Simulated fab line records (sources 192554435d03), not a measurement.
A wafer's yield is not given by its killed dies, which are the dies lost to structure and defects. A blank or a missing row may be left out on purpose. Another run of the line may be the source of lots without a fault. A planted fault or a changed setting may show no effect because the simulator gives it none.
Split-lot study	flow n5_finfet	39 wafers read across 7 lots, on a route 1938 steps long

THE SPLIT ITSELF
At N5_SD_EPI_N_DESCUM_14 (chemistry O2, time 7.9 s), the setting time_s was moved away from the recipe's 7.9 s on 9 of the 39 wafers read, by -28.4% to +25.7%. This setting was run at the recipe's value on the other wafers.

Reading taken at the split's own step.

THE READING
CAR-ArF-block_of_SD_EPI_N_COAT_03.thk_nm (the simulator's own value, which no gauge read), in nm, at N5_SD_EPI_N_DESCUM_14 (chemistry O2, time 7.9 s). The file does not state a usual value for it. Here, 30 wafers ran the recipe; their average is 144.0 nm with a standard deviation of 0.45 nm.

wafer	tool, chamber at the split	time_s as run, s	against the recipe	CAR-ArF-block_of_SD_EPI_N_COAT_03.thk_nm, nm	against lot-mates on the recipe
L076.1	rie_diel-04, 2,3	7.9	recipe	143.4	-
L076.4	rie_diel-04, 2,3	7.9	recipe	143.4	-
L076.2	rie_diel-04, 1,2	5.655	-28.4%	144.6	+1.3
L076.6	rie_diel-04, 1,2	5.655	-28.4%	144.6	+1.3
L076.3	rie_diel-04, 0	7.9	recipe	143.2	-
L076.5	rie_diel-04, 1	5.655	-28.4%	145	+1.7
L079.2	rie_diel-03, 0,3	7.9	recipe	144.8	-
L079.4	rie_diel-03, 0,3	7.9	recipe	144.8	-
L079.6	rie_diel-03, 3	7.9	recipe	144.4	-
L085.1	rie_diel-03, 2	7.9	recipe	144	-
L085.4	rie_diel-03, 2	7.9	recipe	144	-
L085.6	rie_diel-03, 2	7.9	recipe	144	-
L085.2	rie_diel-03, 1	7.9	recipe	144.2	-
L085.3	rie_diel-03, 1	7.9	recipe	144.2	-
L085.5	rie_diel-03, 1	7.9	recipe	144.2	-
L089.1	rie_diel-03, 1	7.9	recipe	143.4	-
L089.2	rie_diel-03, 2	7.9	recipe	143.2	-
L089.3	rie_diel-03, 3,2	6.359	-19.5%	144.4	+1.2
L089.6	rie_diel-03, 3,2	6.359	-19.5%	144.4	+1.2
L089.4	rie_diel-03, 0	6.359	-19.5%	144.2	+1.0
L089.5	rie_diel-03, 3	7.9	recipe	143	-
L092.1	rie_diel-05, 2,1	7.9	recipe	144.2	-
L092.4	rie_diel-05, 2,1	7.9	recipe	144.2	-
L092.2	rie_diel-05, 3	7.9	recipe	144.8	-
L092.3	rie_diel-05, 0	7.9	recipe	144	-
L092.5	rie_diel-05, 0	7.9	recipe	144	-
L092.6	rie_diel-05, 3	7.9	recipe	143.8	-
L094.1	rie_diel-04, 1,2,0,1	7.9	recipe	144	-
L094.2	rie_diel-04, 1,2,0,1	7.9	recipe	144	-
L094.4	rie_diel-04, 1,2,0,1	7.9	recipe	144	-
L094.5	rie_diel-04, 1,2,0,1	7.9	recipe	144	-
L094.3	rie_diel-04, 3,0	7.9	recipe	144.2	-
L094.6	rie_diel-04, 3,0	7.9	recipe	144.2	-
L096.1	rie_diel-05, 0,2,1	9.933	+25.7%	142.6	-1.1
L096.4	rie_diel-05, 0,2,1	9.933	+25.7%	142.6	-1.1
L096.6	rie_diel-05, 0,2,1	9.933	+25.7%	142.6	-1.1
L096.2	rie_diel-05, 1,0	7.9	recipe	143.8	-
L096.5	rie_diel-05, 1,0	7.9	recipe	143.8	-
L096.3	rie_diel-05, 3	7.9	recipe	143.6	-
The file does not say which wafer passed through which chamber wherever a row lists several chambers: such a row stands for several wafers.

FIT RESULTS
A straight line over all 39 wafers: CAR-ArF-block_of_SD_EPI_N_COAT_03.thk_nm changes by -0.0357 nm for each +1% of time_s; r = -0.71; the points scatter about the line by 0.43 nm.
The same after taking each lot's own level away (the mean of its wafers on the recipe; 39 wafers): -0.0489 nm for each +1%; r = -0.96; scatter 0.18 nm.
That fit puts the effect of the largest move of time_s on the reading at 1.4 nm.
Measured against the standard deviation above, the lots' own levels, which go from 143.20 to 144.67 nm, span 3.3 times it.
So the lot-to-lot level blurs the effect unless lot-mates are compared.
Check: for one of the wafers moved furthest among these (-28.4%), held out of the fit, the line's prediction against its lot-mates is +1.44 nm. Against them it came out at +1.27 nm.

THESE WAFERS: OTHER SPLITS
These wafers also went through other splits before the reading. Each is held against what the fit with the lots' levels taken away leaves over:
other split on the same wafers	wafers away from the commonest value	r with CAR-ArF-block_of_SD_EPI_N_COAT_03.thk_nm (lot level and that fit taken away)
N5_FIN_SAQP_HM_DEP_03 target_thk_a	15	-0.07
N5_FIN_SAQP_SPACER1_ALD_24 ald_cycles	18	+0.38

FILE'S OWN FIT
CAR-ArF-block_of_SD_EPI_N_COAT_03.thk_nm changes by -0.0492 nm for each +1% of time_s, r = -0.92.
